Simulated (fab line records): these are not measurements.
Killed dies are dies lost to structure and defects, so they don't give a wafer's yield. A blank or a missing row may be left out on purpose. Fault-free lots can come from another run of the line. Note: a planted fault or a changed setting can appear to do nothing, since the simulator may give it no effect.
fab line records	flow n5-finfet
record lots=7	wafers=21
route steps=1938 shown ZERO_LAYER@4 WELL_APT@24 DUMMY_GATE@225 SD_EPI_N@273 SDB@361 HKMG_FIN@438 GATE_CUT@477 MOL_CONTACT_COAG@535
start-h: the number of hours between the record's first day and the start of the first shown wafer of the lot	wait-h: how many hours have passed since the lot's step before this one	" as in the row above	L1.1+2: one row covering several wafers at once	- value missing, or start not given	* or withheld: withheld	< > ~ a bound
route shown NAME@n: a module of which the file shows steps, and the number in the route of the first	usual: mean/standard deviation of fault-free wafers	same: alike in all rows	chamber/n: place in a boat	sites: per-site readings	_std_site: the standard deviation of these	_edge_site: the outer-site mean with the inner-site mean subtracted	radius-mm: how far each site lies from the wafer's centre	mask NAME#n: copy n	behind: the tool/chamber that last shaped the wafer	hold: the reason the lot was held/the length of the hold in hours/how it ended	device: the n, p or np transistor that did not switch	end of line: tests run on the same wafers once the route is complete	for a step that has no rows: nothing shown but its recipe	killed: not the wafer's yield, but the dies lost to structure and defects at the first sort	map: a wafer's dies, marking killed ones x, the rest . and places with no die _
set.NAME: the setting as run; set.NAME@STEP: as run at that earlier step	model.NAME: the simulator's own value behind a step, which no gauge read
lots with deliberately changed settings; one table per step, one row per wafer
## steps
# step N5_ZERO_LAYER_PECVD_02
# recipe material=SiO2	target-thk-a=100	temp-c=400	precursor=SiH4/N2O	pressure-torr=0.75	rf-w=275	time-s=6
lot.wafer	tool	chamber	start-h	wait-h	set.time-s	model.SiO2_of_ZERO_LAYER_PECVD_02.thk-nm
L074.2	pecvd-04	0	12.28	0.0	6	9.937
L074.3	"	1	"	"	6.514	11.08
L074.5	"	0	"	"	6.514	10.76
L080.2	pecvd-01	1	48.28	0.0	6.439	10.74
L080.5	"	0	"	"	6	9.806
L080.6	"	1	"	"	6	10.02
L082.1	pecvd-01	0	60.29	0.0	6	9.837
L082.2	"	1	"	"	6	10.09
L082.5	"	2	"	"	6	10.02
L084.1	pecvd-03	1	72.28	0.0	6.839	11.56
L084.2	"	2	"	"	6	10.01
L084.3	"	0	"	"	6	10.15
L087.1	pecvd-04	2	90.28	0.0	6	9.952
L087.3	"	0	"	"	6	9.788
L087.6	"	1	"	"	6	10.14
L089.1	pecvd-04	1	102.29	0.0	6	9.856
L089.4	"	1	"	"	6	9.904
L089.6	"	0	"	"	6	9.744
L092.1	pecvd-01	2	120.30	0.0	5.703	9.215
L092.2	"	1	"	"	5.703	9.503
L092.4	"	1	"	"	6	10.33
# step N5_WELL_APT_EXPOSE_05
# recipe mask-id=NWELL	na=0.8	source-shape=conventional	sigma-outer=0.8	polarization=unpolarized	defocus-nm=0	target-cd-nm=200	dose-mj=20.3
lot.wafer	tool	chamber	start-h	wait-h	mask	set.dose-mj
L074.2+3	krf-scanner-01	0	13.64	-	NWELL#0	21.15
L074.5	"	0	"	"	NWELL#0	20.3
L080.2	krf-scanner-01	0	49.51	-	NWELL#0	18.8
L080.5+6	"	0	"	"	NWELL#0	20.3
L082.1+2+5	krf-scanner-01	0	61.56	-	NWELL#0	20.3
L084.1	krf-scanner-02	0	73.42	-	NWELL#0	20.3
L084.2+3	"	0	"	"	NWELL#0	19.7
L087.1+6	krf-scanner-01	0	91.39	-	NWELL#0	20.3
L087.3	"	0	"	"	NWELL#0	19.51
L089.1	krf-scanner-01	0	103.74	-	NWELL#0	20.3
L089.4+6	"	0	"	"	NWELL#0	19.35
L092.1+2+4	krf-scanner-02	0	121.93	-	NWELL#0	20.3
# step N5_WELL_APT_DEVELOP_07
# recipe develop-time-s=45	rinse-liquid=surfactant-rinse	dry=air-spin	dev-temp-c=21
lot.wafer	tool	chamber	start-h	wait-h	set.develop-time-s
L074.2	litho-track-01	0	-	-	45
L074.3+5	"	0	"	"	39.54
L080.2+6	litho-track-05	0	-	-	45
L080.5	"	0	"	"	52.07
L082.1+2+5	litho-track-03	0	-	-	45
L084.1+2+3	litho-track-01	0	-	-	45
L087.1+3+6	litho-track-05	0	-	-	45
L089.1+4+6	litho-track-03	0	-	-	45
L092.1	litho-track-05	0	-	-	39.74
L092.2+4	"	0	"	"	45
# step N5_WELL_APT_HARDBAKE_12
# recipe temp-c=130	time-s=120
# step N5_WELL_APT_CD_MEAS_08
# recipe target-cd-nm=200	landing-energy-ev=500	detector=se-inlens
# usual cd-nm=200.8/1.8
lot.wafer	tool	chamber	start-h	wait-h	set.dose-mj@WELL_APT_EXPOSE_05	cd-nm
L074.2	cd-sem-01	0	13.81	-	21.15	209.3
L074.3	"	0	"	"	21.15	208.6
L074.5	"	0	"	"	20.3	201.7
L080.2	cd-sem-03	0	49.68	-	18.8	186.0
L080.5	"	0	"	"	20.3	201.3
L080.6	"	0	"	"	20.3	199.4
L082.1	cd-sem-01	0	61.73	-	20.3	200.7
L082.2	"	0	"	"	20.3	200.9
L082.5	"	0	"	"	20.3	200.7
L084.1	cd-sem-02	0	73.60	-	20.3	201.7
L084.2	"	0	"	"	19.7	194.5
L084.3	"	0	"	"	19.7	197.8
L087.1	cd-sem-01	0	91.56	-	20.3	201.3
L087.3	"	0	"	"	19.51	194.8
L087.6	"	0	"	"	20.3	201.2
L089.1	cd-sem-02	0	103.91	-	20.3	202.2
L089.4	"	0	"	"	19.35	192.3
L089.6	"	0	"	"	19.35	190.1
L092.1	cd-sem-02	0	122.10	-	20.3	203.2
L092.2	"	0	"	"	20.3	201.8
L092.4	"	0	"	"	20.3	199.6
# step N5_WELL_APT_DESCUM_13
# recipe chemistry=O2	time-s=7.9	source-power-w=50	bias-power-w=20	pressure-mtorr=20	rf-frequency-hz=2.712e+07	temp-c=40	o2-flow-sccm=225
lot.wafer	tool	chamber	start-h	wait-h	set.dose-mj@WELL_APT_EXPOSE_05	model.WELL_APT.cd-nm
L074.2	rie-diel-03	3	13.94	0.1	21.15	209.6
L074.3	"	1	"	"	21.15	208.4
L074.5	"	1	"	"	20.3	201.6
L080.2	rie-diel-05	2	49.77	0.0	18.8	185.9
L080.5	"	1	"	"	20.3	201.1
L080.6	"	0	"	"	20.3	199
L082.1+2	rie-diel-05	3,0	61.82	0.0	20.3	200.7
L082.5	"	3	"	"	20.3	201.2
L084.1	rie-diel-01	1	73.68	0.0	20.3	201
L084.2	"	3	"	"	19.7	194.8
L084.3	"	2	"	"	19.7	198.2
L087.1	rie-diel-01	3	91.65	0.0	20.3	201.5
L087.3	"	1	"	"	19.51	194.4
L087.6	"	3	"	"	20.3	201.4
L089.1	rie-diel-01	3	104.00	0.0	20.3	202.1
L089.4	"	2	"	"	19.35	192.4
L089.6	"	3	"	"	19.35	190.3
L092.1	rie-diel-01	3	122.19	0.0	20.3	203.1
L092.2	"	0	"	"	20.3	201.9
L092.4	"	1	"	"	20.3	199.4
# step N5_DUMMY_GATE_COAT_09
# recipe resist=CAR-EUV	spin-rpm=1500	resist-thk-nm=30
lot.wafer	tool	chamber	start-h	wait-h	set.spin-rpm	model.CAR-EUV_of_DUMMY_GATE_COAT_09.thk-nm
L074.2	litho-track-04	0	-	-	1500	30
L074.3+5	"	0	"	"	1414	30.8
L080.2	litho-track-04	0	-	-	1500	30
L080.5	"	0	"	"	1349	31.6
L080.6	"	0	"	"	1349	31.8
L082.1	litho-track-01	0	-	-	1500	30.2
L082.2+5	"	0	"	"	1500	30
L084.1	litho-track-02	0	-	-	1580	29.2
L084.2+3	"	0	"	"	1500	30
L087.1+3	litho-track-04	0	-	-	1500	30
L087.6	"	0	"	"	1559	29.4
L089.1+4+6	litho-track-02	0	-	-	1500	30
L092.1	litho-track-01	0	-	-	1500	30
L092.2+4	"	0	"	"	1500	29.8
# step N5_DUMMY_GATE_EBR_11
# recipe solvent=PGMEA	ebr-width-mm=1.5
# step N5_DUMMY_GATE_SOFTBAKE_10
# recipe temp-c=110	time-s=60	resist=CAR-EUV
# step N5_DUMMY_GATE_EXPOSE_12
# recipe mask-id=GATE	na=0.33	source-shape=annular	sigma-inner=0.2	sigma-outer=0.6	polarization=unpolarized	target-cd-nm=25	dose-mj=34
# step N5_DUMMY_GATE_PEB_13
# recipe peb-temp-c=100	peb-time-s=60	resist=CAR-EUV
# step N5_DUMMY_GATE_DEVELOP_14
# recipe develop-time-s=30	developer=TMAH	resist=CAR-EUV	rinse-liquid=surfactant-rinse	dry=air-spin	dev-temp-c=23
lot.wafer	tool	chamber	start-h	wait-h	set.spin-rpm@DUMMY_GATE_COAT_09	model.CAR-EUV_of_DUMMY_GATE_COAT_09.thk-nm
L074.2	litho-track-04	0	-	-	1500	29.6
L074.3+5	"	0	"	"	1414	30.4
L080.2	litho-track-04	0	-	-	1500	29.6
L080.5	"	0	"	"	1349	31
L080.6	"	0	"	"	1349	31.2
L082.1+2+5	litho-track-04	0	-	-	1500	29.6
L084.1	litho-track-01	0	-	-	1580	28.8
L084.2+3	"	0	"	"	1500	29.6
L087.1	litho-track-01	0	-	-	1500	29.4
L087.3	"	0	"	"	1500	29.6
L087.6	"	0	"	"	1559	29
L089.1+4+6	litho-track-02	0	-	-	1500	29.4
L092.1+2+4	litho-track-04	0	-	-	1500	29.4
# step N5_SD_EPI_N_DESCUM_14
# recipe chemistry=O2	time-s=7.9	source-power-w=50	bias-power-w=20	pressure-mtorr=20	rf-frequency-hz=2.712e+07	temp-c=40	resist=CAR-ArF-block	o2-flow-sccm=225
lot.wafer	tool	chamber	start-h	wait-h	set.time-s
L074.2+3+5	rie-diel-05	3,1,2	47.50	0.1	7.9
L080.2+6	rie-diel-01	1,2	87.60	0.0	7.9
L080.5	"	1	"	"	6.328
L082.1+2+5	rie-diel-05	3,0,2	98.47	0.3	7.9
L084.1+3	rie-diel-03	3,2	109.23	0.0	7.9
L084.2	"	0	"	"	6.948
L087.1	rie-diel-03	1	132.51	0.1	6.408
L087.3+6	"	3	"	"	7.9
L089.1+6	rie-diel-01	2	141.93	0.0	7.9
L089.4	"	1	"	"	7.296
L092.1	rie-diel-05	1	155.72	0.0	7.9
L092.2+4	"	3,0	"	"	8.945
# step N5_SD_EPI_N_ETCH_34
# recipe chemistry=CF4	target=SiARC	target-depth-a=455	mask-material=CAR-ArF-block	time-s=75.8	ion-energy-ev=80	pressure-mtorr=40	source-w=545	bias-w=36	Ar_flow_sccm=100	cf4-flow-sccm=100	ends=cleared
lot.wafer	tool	chamber	start-h	wait-h	set.time-s@SD_EPI_N_DESCUM_14	model.CAR-ArF-block_of_SD_EPI_N_COAT_03.thk-nm
L074.2	rie-diel-05	3	47.53	0.0	7.9	110.4
L074.3	"	1	"	"	7.9	110.8
L074.5	"	2	"	"	7.9	110
L080.2	rie-diel-01	1	87.64	0.0	7.9	111.4
L080.5	"	1	"	"	6.328	112.2
L080.6	"	2	"	"	7.9	110.8
L082.1	rie-diel-05	3	98.51	0.0	7.9	110.6
L082.2	"	0	"	"	7.9	110.4
L082.5	"	2	"	"	7.9	111
L084.1	rie-diel-03	3	109.27	0.0	7.9	110.6
L084.2	"	0	"	"	6.948	111.6
L084.3	"	2	"	"	7.9	110.8
L087.1	rie-diel-03	1	132.55	0.0	6.408	112
L087.3+6	"	3	"	"	7.9	111
L089.1	rie-diel-01	2	141.96	0.0	7.9	111
L089.4	"	1	"	"	7.296	112
L089.6	"	2	"	"	7.9	111.6
L092.1	rie-diel-05	1	155.76	0.0	7.9	111
L092.2	"	3	"	"	8.945	110
L092.4	"	0	"	"	8.945	110.2
# step N5_SDB_ETCH_18
# recipe chemistry=N2/H2	target=SOC	target-depth-a=1000	overetch-a=200	mask-material=SiARC	temp-c=40	time-s=150	ion-energy-ev=200	pressure-mtorr=30	source-w=840	bias-w=150	n2-flow-sccm=200	h2-flow-sccm=200
lot.wafer	tool	chamber	start-h	wait-h	set.time-s	model.SiARC_of_SDB_COAT_04.thk-nm
L074.2	rie-diel-03	1	65.64	0.0	150	12.8
L074.3	"	3	"	"	169.7	11.8
L074.5	"	1	"	"	150	12.6
L080.2+5	rie-diel-03	3,0	106.13	0.0	150	12.8
L080.6	"	3	"	"	182	11.6
L082.1+5	rie-diel-01	2	116.22	0.0	150	12.6
L082.2	"	0	"	"	150	12.8
L084.1	rie-diel-05	3	125.90	0.0	150	12.6
L084.2	"	0	"	"	150	13.4
L084.3	"	1	"	"	166.8	12.8
L087.1	rie-diel-01	0	148.41	0.0	150	12.8
L087.3	"	2	"	"	150	12.6
L087.6	"	1	"	"	164.7	12.2
L089.1	rie-diel-05	0	157.99	0.0	150	13.4
L089.4	"	3	"	"	182.2	11.6
L089.6	"	2	"	"	150	12.8
L092.1	rie-diel-01	1	172.75	0.0	174.8	11.8
L092.2	"	0	"	"	174.8	12
L092.4	"	2	"	"	150	12.6
# step N5_HKMG_FIN_ETCH_35
# recipe chemistry=N2/H2	target=SOC	target-depth-a=2158	ion-energy-ev=65	bias-w=5	source-w=3000	time-s=243.4	pressure-mtorr=30	n2-flow-sccm=200	h2-flow-sccm=200
# usual rf-vpp-V=141.4/1.1
lot.wafer	tool	chamber	start-h	wait-h	set.bias-w	rf-vpp-V
L074.2	rie-diel-03	1	74.68	0.0	4.401	129.8
L074.3	"	0	"	"	5	141.1
L074.5	"	3	"	"	5	141.7
L080.2	rie-diel-01	1	115.56	0.0	5	142.5
L080.5	"	3	"	"	5	141.2
L080.6	"	0	"	"	5	139.9
L082.1	rie-diel-03	2	125.96	0.0	5	142.0
L082.2	"	1	"	"	5	141.2
L082.5	"	2	"	"	5	139.7
L084.1	rie-diel-03	3	134.98	0.0	5	142.4
L084.2	"	2	"	"	5	141.9
L084.3	"	1	"	"	5	140.4
L087.1	rie-diel-01	3	158.01	0.0	5.87	157.0
L087.3	"	1	"	"	5	142.2
L087.6	"	1	"	"	5.87	157.6
L089.1	rie-diel-03	0	167.48	0.0	5	141.8
L089.4	"	3	"	"	5.407	146.5
L089.6	"	3	"	"	5.407	148.0
L092.1	rie-diel-01	3	182.06	0.0	5	142.1
L092.2	"	0	"	"	5	142.0
L092.4	"	2	"	"	5	144.7
# step N5_GATE_CUT_HM_DEP_46
# recipe material=SiO2	target-thk-a=1300	temp-c=400	precursor=TEOS/O2	pressure-torr=6.5	rf-w=900	teos-flow-sccm=161.4	gas=O2	flow-sccm=2650	time-s=26.6
lot.wafer	tool	chamber	start-h	wait-h	set.time-s	model.SiO2_of_GATE_CUT_HM_DEP_46.thk-nm
L074.2	pecvd-03	0	82.00	0.0	26.6	130.4
L074.3	"	1	"	"	26.6	128.6
L074.5	"	2	"	"	24.8	121.8
L080.2	pecvd-04	2	122.92	0.0	29.33	142.8
L080.5	"	0	"	"	29.33	142.6
L080.6	"	2	"	"	26.6	131
L082.1	pecvd-03	0	133.34	0.0	26.6	132.2
L082.2	"	2	"	"	26.6	130
L082.5	"	2	"	"	26.6	130.8
L084.1	pecvd-03	1	142.31	0.0	26.6	127.8
L084.2	"	2	"	"	26.6	131
L084.3	"	0	"	"	26.6	131.6
L087.1	pecvd-04	1	165.85	0.0	26.6	129.2
L087.3	"	2	"	"	26.6	129.6
L087.6	"	2	"	"	26.6	131.8
L089.1	pecvd-02	2	174.84	0.0	29.32	141.2
L089.4	"	2	"	"	26.6	130.4
L089.6	"	1	"	"	29.32	140
L092.1	pecvd-02	1	189.97	0.0	28.87	136.8
L092.2	"	2	"	"	28.87	139.6
L092.4	"	1	"	"	28.87	136.4
# step N5_GATE_CUT_COAT_34
# recipe resist=SOC	temp-c=250	time-s=60	spin-rpm=1500	resist-thk-nm=60
# step N5_GATE_CUT_COAT_35
# recipe resist=SiARC	temp-c=220	time-s=60	spin-rpm=1500	resist-thk-nm=10
# step N5_GATE_CUT_STRIP_38
# recipe chemistry=N2/H2	temp-c=40	n2-flow-sccm=200	h2-flow-sccm=200	rf-frequency-hz=6e+07
# step N5_GATE_CUT_STRIP_39
# recipe chemistry=N2/H2	temp-c=40	n2-flow-sccm=200	h2-flow-sccm=200	rf-frequency-hz=6e+07
# step N5_GATE_CUT_HM_OPEN_40
# recipe chemistry=C4F6/O2	target=SiO2	mask-material=SiARC	target-depth-a=1390	time-s=85.1	ion-energy-ev=250	pressure-mtorr=30	source-w=345	bias-w=185	Ar_flow_sccm=300	C4F6_flow_sccm=10	O2_flow_sccm=10	ends=cleared
lot.wafer	tool	chamber	start-h	wait-h	set.time-s@GATE_CUT_HM_DEP_46	model.etch.depth-nm
L074.2	rie-diel-02	0	82.75	0.0	26.6	130.3
L074.3	"	2	"	"	26.6	128.7
L074.5	"	1	"	"	24.8	121.8
L080.2	rie-diel-04	2	123.83	0.0	29.33	142.9
L080.5	"	1	"	"	29.33	142.7
L080.6	"	0	"	"	26.6	131
L082.1	rie-diel-04	2	133.96	0.0	26.6	132.3
L082.2	"	1	"	"	26.6	130
L082.5	"	2	"	"	26.6	130.9
L084.1	rie-diel-06	0	142.93	0.0	26.6	127.9
L084.2	"	1	"	"	26.6	130.9
L084.3	"	3	"	"	26.6	131.7
L087.1	rie-diel-02	0	166.66	0.0	26.6	129.3
L087.3	"	3	"	"	26.6	129.6
L087.6	"	1	"	"	26.6	131.9
L089.1	rie-diel-06	1	175.58	0.0	29.32	141.2
L089.4	"	3	"	"	26.6	130.4
L089.6	"	3	"	"	29.32	139.9
L092.1	rie-diel-06	1	190.71	0.0	28.87	136.8
L092.2	"	0	"	"	28.87	139.6
L092.4	"	2	"	"	28.87	136.4
# step N5_GATE_CUT_STRIP_41
# recipe chemistry=CF4	resist=SiARC	power-w=300	bias-power-w=75	pressure-mtorr=50	cf4-flow-sccm=150	rf-frequency-hz=6e+07
# step N5_GATE_CUT_STRIP_42
# recipe chemistry=O2	power-w=400	temp-c=40	pressure-mtorr=30	rf-frequency-hz=6e+07	bias-power-w=0	overash-fraction=0.3	o2-flow-sccm=225
# step N5_GATE_CUT_ALD_22
# recipe material=SiNx	target-thk-a=160	temp-c=400	ald-precursor-family=SiH2I2	ald-co-reactant=N2/H2-plasma	pulse-time-s=1	ald-cycles=320	purge-time-s=2	co-reactant-purge-time-s=2	pressure-torr=2
# step N5_GATE_CUT_CMP_23
# recipe stop-on=SiO2	t-overpolish-s=23.4	post-cmp-clean=alkaline-brush	down-force-psi=2.5	platen-rpm=51.8	pad-velocity-m-s=1.0307	target-thk-nm=16
# step N5_GATE_CUT_THK_MEAS_24
# recipe reads=SiO2_of_GATE_CUT_HM_DEP_46+SiO2_flowable_of_ILD0_FCVD_FILL_01
# usual GC_FILL_THK=219.9/2.3
lot.wafer	tool	chamber	start-h	wait-h	set.time-s@GATE_CUT_HM_DEP_46	GC_FILL_THK[nm]
L074.2	film-metro-01	-	85.20	-	26.6	222.0
L074.3	"	-	"	"	26.6	219.6
L074.5	"	-	"	"	24.8	213.3
L080.2	film-metro-01	-	126.29	-	29.33	234.5
L080.5	"	-	"	"	29.33	232.9
L080.6	"	-	"	"	26.6	222.2
L082.1	film-metro-02	-	136.53	-	26.6	222.0
L082.2	"	-	"	"	26.6	219.2
L082.5	"	-	"	"	26.6	221.6
L084.1	film-metro-02	-	145.40	-	26.6	218.3
L084.2	"	-	"	"	26.6	218.3
L084.3	"	-	"	"	26.6	222.0
L087.1	film-metro-01	-	169.11	-	26.6	219.0
L087.3	"	-	"	"	26.6	220.6
L087.6	"	-	"	"	26.6	221.3
L089.1	film-metro-01	-	178.04	-	29.32	231.6
L089.4	"	-	"	"	26.6	220.7
L089.6	"	-	"	"	29.32	229.6
L092.1	film-metro-01	-	193.62	-	28.87	227.1
L092.2	"	-	"	"	28.87	229.8
L092.4	"	-	"	"	28.87	225.4
# step N5_GATE_CUT_CMP_43
# recipe material=SiO2	post-cmp-clean=rinse-only
lot.wafer	tool	chamber	start-h	wait-h	set.time-s@GATE_CUT_HM_DEP_46	model.SiO2_of_GATE_CUT_HM_DEP_46.thk-nm
L074.2+3	cmp-01	1,2	85.31	0.1	26.6	5
L074.5	"	0	"	"	24.8	4.6
L080.2+5	cmp-01	1	126.40	0.1	29.33	5.6
L080.6	"	0	"	"	26.6	5
L082.1	cmp-03	2	137.04	0.5	26.6	5.2
L082.2+5	"	3,0	"	"	26.6	5
L084.3+2	cmp-03	3,1	145.50	0.1	26.6	5
L084.1	"	0	"	"	26.6	4.8
L087.1+3+6	cmp-01	2,0,1	169.22	0.1	26.6	5
L089.4	cmp-03	3	178.15	0.1	26.6	5
L089.1	"	1	"	"	29.32	5.6
L089.6	"	2	"	"	29.32	5.4
L092.1+2	cmp-02	2,3	193.65	0.0	28.87	5.4
L092.4	"	0	"	"	28.87	5.2
# step N5_MOL_CONTACT_COAG_CONTACT_ETCH_14
# recipe chemistry=C4F6/O2	target=SiO2	target-depth-a=275	overetch-a=85	mask-material=SOC	pressure-mtorr=30	source-w=370	bias-w=185	Ar_flow_sccm=300	C4F6_flow_sccm=16	O2_flow_sccm=10	time-s=20	ion-energy-ev=259.6
# usual rf-vpp-V=692/3.6
lot.wafer	tool	chamber	start-h	wait-h	set.source-w	rf-vpp-V
L074.2	rie-diel-01	1	86.56	0.0	344.6	709
L074.3	"	0	"	"	344.6	715
L074.5	"	3	"	"	370	691
L080.2	rie-diel-01	0	127.78	0.0	370	696
L080.5	"	3	"	"	370	689
L080.6	"	1	"	"	370	696
L082.1	rie-diel-03	2	138.26	0.0	370	692
L082.2	"	1	"	"	370	690
L082.5	"	2	"	"	370	690
L084.1	rie-diel-03	0	146.90	0.0	370	698
L084.2	"	2	"	"	409.6	670
L084.3	"	3	"	"	370	688
L087.1	rie-diel-01	0	170.97	0.0	370	696
L087.3	"	2	"	"	390.5	680
L087.6	"	2	"	"	390.5	678
L089.1	rie-diel-03	2	179.39	0.0	370	691
L089.4	"	3	"	"	370	690
L089.6	"	3	"	"	370	689
L092.1	rie-diel-05	3	195.27	0.0	390.8	675
L092.2	"	2	"	"	370	687
L092.4	"	0	"	"	370	691
# step N5_MOL_CONTACT_COAG_ALD_133
# recipe material=SiO2	target-thk-a=50	temp-c=100	ald-precursor-family=BDEAS	ald-co-reactant=O2-plasma	pulse-time-s=1	co-reactant-pulse-time-s=1	purge-time-s=2	co-reactant-purge-time-s=2	ald-cycles=35	pressure-torr=2
lot.wafer	tool	chamber	start-h	wait-h	set.ald-cycles	model.SiO2_of_MOL_CONTACT_COAG_ALD_133.thk-nm
L074.2	ald-sin-03	1	99.27	0.1	40	5.8
L074.3+5	"	0,2	"	"	35	5
L080.2+6	ald-sin-03	0,1	138.59	0.1	35	5
L080.5	"	2	"	"	39	5.6
L082.1+2+5	ald-sin-03	0,3,0	150.43	0.1	35	5
L084.1	ald-sin-02	2	156.16	0.1	39	5.6
L084.2+3	"	1,0	"	"	35	5
L087.1+3	ald-sin-02	2,1	187.14	0.4	35	5
L087.6	"	0	"	"	32	4.6
L089.1	ald-sin-02	3	192.11	0.1	30	4.4
L089.4	"	2	"	"	30	4.2
L089.6	"	0	"	"	35	5
L092.1+4	ald-sin-03	2,0	207.25	0.2	35	5
L092.2	"	1	"	"	39	5.6
## key
split step=N5_ZERO_LAYER_PECVD_02	setting=time-s	stated=6	by=wafer
response step=N5_ZERO_LAYER_PECVD_02	reading=model.SiO2_of_ZERO_LAYER_PECVD_02.thk-nm	change=+0.115	per=1%	r=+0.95
split step=N5_WELL_APT_EXPOSE_05	setting=dose-mj	stated=20.3	by=wafer
response step=N5_WELL_APT_CD_MEAS_08	reading=cd-nm	change=+1.94	per=1%	r=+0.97
response step=N5_WELL_APT_DESCUM_13	reading=model.WELL_APT.cd-nm	change=+1.93	per=1%	r=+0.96
split step=N5_WELL_APT_DEVELOP_07	setting=develop-time-s	stated=45	by=wafer
response none clear
split step=N5_DUMMY_GATE_COAT_09	setting=spin-rpm	stated=1500	by=wafer
response step=N5_DUMMY_GATE_COAT_09	reading=model.CAR-EUV_of_DUMMY_GATE_COAT_09.thk-nm	change=-0.159	per=1%	r=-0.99
response step=N5_DUMMY_GATE_DEVELOP_14	reading=model.CAR-EUV_of_DUMMY_GATE_COAT_09.thk-nm	change=-0.146	per=1%	r=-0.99
split step=N5_SD_EPI_N_DESCUM_14	setting=time-s	stated=7.9	by=wafer
response step=N5_SD_EPI_N_ETCH_34	reading=model.CAR-ArF-block_of_SD_EPI_N_COAT_03.thk-nm	change=-0.0609	per=1%	r=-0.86
split step=N5_SDB_ETCH_18	setting=time-s	stated=150	by=wafer
response step=N5_SDB_ETCH_18	reading=model.SiARC_of_SDB_COAT_04.thk-nm	change=-0.0558	per=1%	r=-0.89
split step=N5_HKMG_FIN_ETCH_35	setting=bias-w	stated=5	by=wafer
response step=N5_HKMG_FIN_ETCH_35	reading=rf-vpp-V	change=+0.867	per=1%	r=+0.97
split step=N5_GATE_CUT_HM_DEP_46	setting=time-s	stated=26.6	by=wafer
response step=N5_GATE_CUT_HM_DEP_46	reading=model.SiO2_of_GATE_CUT_HM_DEP_46.thk-nm	change=+1.08	per=1%	r=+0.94
response step=N5_GATE_CUT_HM_OPEN_40	reading=model.etch.depth-nm	change=+1.08	per=1%	r=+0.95
response step=N5_GATE_CUT_THK_MEAS_24	reading=GC_FILL_THK	change=+1.05	per=1%	r=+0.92
response step=N5_GATE_CUT_CMP_43	reading=model.SiO2_of_GATE_CUT_HM_DEP_46.thk-nm	change=+0.0547	per=1%	r=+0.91
split step=N5_MOL_CONTACT_COAG_CONTACT_ETCH_14	setting=source-w	stated=370	by=wafer
response step=N5_MOL_CONTACT_COAG_CONTACT_ETCH_14	reading=rf-vpp-V	change=-2.53	per=1%	r=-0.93
split step=N5_MOL_CONTACT_COAG_ALD_133	setting=ald-cycles	stated=35	by=wafer
response step=N5_MOL_CONTACT_COAG_ALD_133	reading=model.SiO2_of_MOL_CONTACT_COAG_ALD_133.thk-nm	change=+0.052	per=1%	r=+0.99
